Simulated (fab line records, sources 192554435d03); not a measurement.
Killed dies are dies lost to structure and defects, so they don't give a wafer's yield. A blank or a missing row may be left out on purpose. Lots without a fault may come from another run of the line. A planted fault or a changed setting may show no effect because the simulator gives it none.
fab line records | flow n5_finfet | part 2 of 2: steps 27 to 32 of 32
record lots=5 wafers=15 last_day=18
route steps=1938 shown HKMG_FIN@408
lots that met no fault: from a run of the same line without faults
start_h: hours from the record's first day to the start of the lot's first wafer shown | wait_h: hours since the lot's step before | " the same as in the row above | L1.1+2: a row that stands for several wafers | - no value, or no start given | * or withheld: withheld | < > ~ a bound
route shown NAME@n: a module of which the file shows steps, and the number in the route of the first | usual: mean/standard deviation of fault-free wafers | same: alike in all rows | chamber/n: place in a boat | sites: the reading at each site | _std_site: their standard deviation | _edge_site: outer sites' mean less inner sites' | radius_mm: how far each site lies from the wafer's centre | mask NAME#n: copy n | behind: the tool/chamber that last shaped the wafer | hold: why the lot was held/for how many hours/how that ended | device: the transistor (n, p or np) that didn't switch | end of line: the same wafers' tests at the end of the route | a step without rows: its recipe alone | killed: dies lost to structure and defects at the first sort, not the wafer's yield | map: a wafer's dies, x killed, . not, _ none there
set.NAME: the setting as run; set.NAME@STEP: as run at that earlier step | model.NAME: the simulator's own value behind a step, which no gauge read
lots at some steps of the route; a table a step, a row a wafer
services: from which hour (start_h, from the record's first day; less than 0 if before it) a tool's chamber was out of use, for how many hours, and why
## steps
# step N5_HKMG_FIN_ETCH_31
# recipe chemistry=CF4 target=SiARC target_depth_a=455 mask_material=CAR-ArF time_s=75.8 ion_energy_ev=80 pressure_mtorr=40 source_w=545 bias_w=36 Ar_flow_sccm=100 cf4_flow_sccm=100 ends=cleared
# usual drypump_motor_current_A=5.5/0.38 etch_rf_on_time_s=76.5/1.3 oes_product_au=0.67/0.071 rf_vpp_V=184.0/1.3 showerhead_plenum_p_Torr=2.14/0.078 throttle_valve_pct=15.58/0.2
# columns lot.wafer tool chamber start_h wait_h drypump_motor_current_A etch_rf_on_time_s oes_product_au rf_hours_counter_h rf_vpp_V showerhead_plenum_p_Torr throttle_valve_pct
L074.4 rie_diel-04 2 78.64 0.0 4.8 76.4 0.81 8 183.5 2.11 15.40
L074.5 " 0 " " 5.9 76.4 0.61 - 183.3 2.06 15.75
L074.6 " 1 " " 5.3 76.4 0.62 - 184.6 2.22 15.82
L082.2 rie_diel-04 1 128.35 0.0 5.3 75.6 0.61 200 186.0 2.21 15.84
L082.3 " 2 " " 4.8 75.0 0.78 23 183.2 2.10 15.44
L082.6 " 2 " " 4.8 74.5 0.79 - 183.3 2.10 15.42
L090.1 rie_diel-05 1 169.62 0.0 5.5 78.1 0.62 188 183.3 2.06 15.76
L090.5 " 0 " " 5.0 75.5 0.68 - 184.4 2.17 15.27
L090.6 " 3 " " 5.7 78.2 0.77 - 185.6 2.27 15.40
L091.2 rie_diel-05 2 179.15 0.0 5.9 76.2 0.61 197 184.7 2.22 15.59
L091.5 " 1 " " 5.5 77.5 0.62 - 181.0 2.06 15.78
L091.6 " 2 " " 5.9 77.0 0.61 - 184.1 2.21 15.59
L097.1 rie_diel-02 3 214.28 0.0 5.4 75.7 0.75 47 184.5 2.19 15.56
L097.2 " 2 " " 5.9 74.2 0.62 209 186.8 2.21 15.84
L097.3 " 1 " " 5.0 75.3 0.73 43 183.7 2.19 15.34
# step N5_HKMG_FIN_ETCH_32
# recipe chemistry=N2/H2 target=SOC target_depth_a=2400 temp_c=40 time_s=300 ion_energy_ev=200 mask_material=SiARC pressure_mtorr=30 source_w=840 bias_w=150 n2_flow_sccm=200 h2_flow_sccm=200
# usual drypump_motor_current_A=5.5/0.38 oes_product_au=0.78/0.083 rf_vpp_V=523.8/2.9 showerhead_plenum_p_Torr=2.54/0.096 throttle_valve_pct=17.79/0.23
# columns lot.wafer tool chamber start_h wait_h drypump_motor_current_A oes_product_au rf_hours_counter_h rf_vpp_V showerhead_plenum_p_Torr throttle_valve_pct
L074.4 rie_diel-04 2 78.70 0.0 4.8 0.96 8 522.4 2.49 17.53
L074.5 " 0 " " 5.9 0.73 - 523.3 2.44 17.96
L074.6 " 1 " " 5.3 0.73 - 526.4 2.62 17.92
L082.2 rie_diel-04 1 128.41 0.0 5.3 0.71 200 526.8 2.61 17.94
L082.3 " 2 " " 4.8 0.91 23 521.8 2.48 17.56
L082.6 " 2 " " 4.8 0.91 - 522.4 2.48 17.55
L090.1 rie_diel-05 1 169.68 0.0 5.5 0.73 188 520.7 2.43 18.00
L090.5 " 0 " " 5.0 0.81 - 525.9 2.58 17.45
L090.6 " 3 " " 5.7 0.90 - 528.8 2.71 17.70
L091.2 rie_diel-05 2 179.20 0.0 5.9 0.71 197 526.4 2.64 17.87
L091.5 " 1 " " 5.5 0.72 - 521.7 2.43 18.00
L091.6 " 2 " " 5.9 0.71 - 524.1 2.64 17.89
L097.1 rie_diel-02 3 214.33 0.0 5.4 0.88 47 525.4 2.57 17.63
L097.2 " 2 " " 5.9 0.72 209 527.0 2.64 18.05
L097.3 " 1 " " 5.0 0.85 43 524.8 2.58 17.48
# step N5_HKMG_FIN_STRIP_33
# recipe chemistry=N2/H2 temp_c=40 n2_flow_sccm=200 h2_flow_sccm=200 rf_frequency_hz=6e+07
# columns lot.wafer tool chamber start_h wait_h
L074.4+5+6 rie_diel-04 2,0,1 78.88 0.1
L082.2+3+6 rie_diel-04 1,2,2 128.59 0.1
L090.1+5+6 rie_diel-05 1,0,3 169.86 0.1
L091.2+5+6 rie_diel-05 2,1,2 179.38 0.1
L097.1+2+3 rie_diel-02 3,2,1 214.52 0.1
# step N5_HKMG_FIN_STRIP_34
# recipe chemistry=CF4 resist=SiARC power_w=300 bias_power_w=75 pressure_mtorr=50 cf4_flow_sccm=150 rf_frequency_hz=6e+07
# usual drypump_motor_current_A=5.4/0.38 oes_product_au=0.78/0.079 rf_vpp_V=271.1/1.6 showerhead_plenum_p_Torr=1.80/0.066 throttle_valve_pct=13.56/0.2
# columns lot.wafer tool chamber start_h wait_h drypump_motor_current_A oes_product_au rf_hours_counter_h rf_vpp_V showerhead_plenum_p_Torr throttle_valve_pct
L074.4 rie_diel-04 2 78.89 0.0 4.8 0.94 8 271.7 1.77 13.33
L074.5 " 0 " " 5.9 0.72 - 269.4 1.73 13.74
L074.6 " 1 " " 5.3 0.73 - 272.3 1.85 13.76
L082.2 rie_diel-04 1 128.60 0.0 5.3 0.71 201 271.8 1.85 13.79
L082.3 " 2 " " 4.8 0.90 23 270.5 1.76 13.41
L082.6 " 2 " " 4.8 0.90 - 271.1 1.76 13.39
L090.1 rie_diel-05 1 169.87 0.0 5.6 0.73 188 267.3 1.72 13.73
L090.5 " 0 " " 4.9 0.79 - 270.7 1.83 13.31
L090.6 " 3 " " 5.7 0.90 - 273.5 1.90 13.34
L091.2 rie_diel-05 2 179.39 0.0 5.9 0.70 197 271.5 1.86 13.62
L091.5 " 1 " " 5.5 0.73 - 268.5 1.72 13.76
L091.6 " 2 " " 5.9 0.71 - 273.3 1.86 13.61
L097.1 rie_diel-02 3 214.53 0.0 5.4 0.87 47 269.2 1.85 13.53
L097.2 " 2 " " 5.9 0.71 209 272.3 1.85 13.83
L097.3 " 1 " " 5.0 0.84 43 270.6 1.83 13.32
# step N5_HKMG_FIN_ETCH_35
# recipe chemistry=N2/H2 target=SOC target_depth_a=2158 ion_energy_ev=65 bias_w=5 source_w=3000 time_s=243.4 pressure_mtorr=30 n2_flow_sccm=200 h2_flow_sccm=200
# usual drypump_motor_current_A=5.5/0.37 oes_product_au=0.78/0.083 rf_vpp_V=141.5/1.1 showerhead_plenum_p_Torr=2.54/0.096 throttle_valve_pct=17.80/0.24
# columns lot.wafer tool chamber start_h wait_h drypump_motor_current_A oes_product_au rf_hours_counter_h rf_vpp_V showerhead_plenum_p_Torr throttle_valve_pct
L074.4 rie_diel-04 2 78.91 0.0 4.8 0.95 8 142.3 2.49 17.53
L074.5 " 0 " " 5.9 0.72 - 141.8 2.44 17.96
L074.6 " 1 " " 5.3 0.73 - 142.8 2.62 17.92
L082.2 rie_diel-04 1 128.62 0.0 5.3 0.72 201 140.8 2.61 17.94
L082.3 " 2 " " 4.8 0.92 23 143.1 2.48 17.57
L082.6 " 2 " " 4.8 0.91 - 142.2 2.48 17.56
L090.1 rie_diel-05 1 169.89 0.0 5.5 0.73 188 139.9 2.43 18.01
L090.5 " 0 " " 5.0 0.81 - 142.1 2.58 17.45
L090.6 " 3 " " 5.7 0.90 - 141.0 2.71 17.69
L091.2 rie_diel-05 2 179.41 0.0 5.9 0.71 197 141.2 2.64 17.89
L091.5 " 1 " " 5.5 0.73 - 141.1 2.43 18.03
L091.6 " 2 " " 5.9 0.71 - 143.8 2.64 17.90
L097.1 rie_diel-02 3 214.55 0.0 5.4 0.87 47 141.7 2.57 17.62
L097.2 " 2 " " 5.9 0.71 209 142.0 2.64 18.06
L097.3 " 1 " " 5.0 0.84 43 143.3 2.58 17.49
# step N5_HKMG_FIN_STRIP_92
# recipe chemistry=N2/H2 material=SOC time_s=20 power_w=500 temp_c=40 pressure_mtorr=50 rf_frequency_hz=6e+07 bias_power_w=8 h2_frac=0.5 n2_flow_sccm=300 h2_flow_sccm=300
# usual drypump_motor_current_A=5.5/0.38 oes_product_au=0.78/0.084 rf_vpp_V=54.2/0.76 showerhead_plenum_p_Torr=3.36/0.12 throttle_valve_pct=19.0/0.37
# columns lot.wafer tool chamber start_h wait_h drypump_motor_current_A oes_product_au rf_hours_counter_h rf_vpp_V showerhead_plenum_p_Torr throttle_valve_pct
L074.4 rie_diel-04 2 79.06 0.1 4.8 0.95 8 54.1 3.29 18.5
L074.5 " 0 " " 5.9 0.73 - 53.0 3.22 19.1
L074.6 " 1 " " 5.3 0.73 - 55.8 3.46 19.2
L082.2 rie_diel-04 1 128.77 0.1 5.3 0.72 201 53.9 3.45 19.2
L082.3 " 2 " " 4.8 0.91 23 54.3 3.28 18.6
L082.6 " 2 " " 4.8 0.91 - 53.3 3.28 18.5
L090.1 rie_diel-05 1 170.04 0.1 5.5 0.73 188 53.3 3.21 19.2
L090.5 " 0 " " 5.0 0.80 - 54.0 3.40 18.5
L090.6 " 3 " " 5.7 0.90 - 54.7 3.58 18.8
L091.2 rie_diel-05 2 179.56 0.1 5.9 0.71 197 55.2 3.48 19.2
L091.5 " 1 " " 5.5 0.72 - 55.9 3.21 19.2
L091.6 " 2 " " 5.9 0.71 - 55.0 3.48 19.2
L097.1 rie_diel-02 3 214.69 0.1 5.4 0.87 47 54.0 3.39 18.7
L097.2 " 2 " " 5.9 0.70 209 54.4 3.48 19.1
L097.3 " 1 " " 5.0 0.85 43 54.2 3.41 18.5
## services
# columns tool chamber start_h hours kind
arfi_scanner-02 - 58.30 1.0 pm
rie_diel-02 - 63.38 14.6 pm
wet_bench-06 - 75.03 4.4 repair
arfi_scanner-02 - 76.17 2.3 repair
thermal_cvd_si-01 2 80.05 15.1 repair
ald_metal-01 2 86.17 5.1 repair
arfi_scanner-02 - 93.21 1.3 pm
wet_bench-01 - 95.55 1.5 repair
ald_metal-02 - 96.09 3.1 repair
rie_diel-04 - 99.96 4.3 pm
rie_diel-02 - 110.97 2.8 pm
rie_diel-05 0 113.45 3.9 repair
rie_diel-05 - 116.55 0.5 repair
arfi_scanner-02 - 131.34 1.0 pm
rie_diel-04 3 144.48 1.3 repair
arfi_scanner-02 - 147.07 0.8 pm
plasma_asher-01 - 152.33 4.6 repair
rie_diel-04 1 165.57 6.6 repair
rie_diel-02 1 169.13 2.1 repair
ald_metal-02 - 174.68 8.7 pm
ald_metal-03 2 184.91 2.0 repair
ald_metal-02 1 206.93 17.4 repair
rie_diel-04 - 212.45 14.6 pm
rie_diel-05 0 213.96 11.5 repair
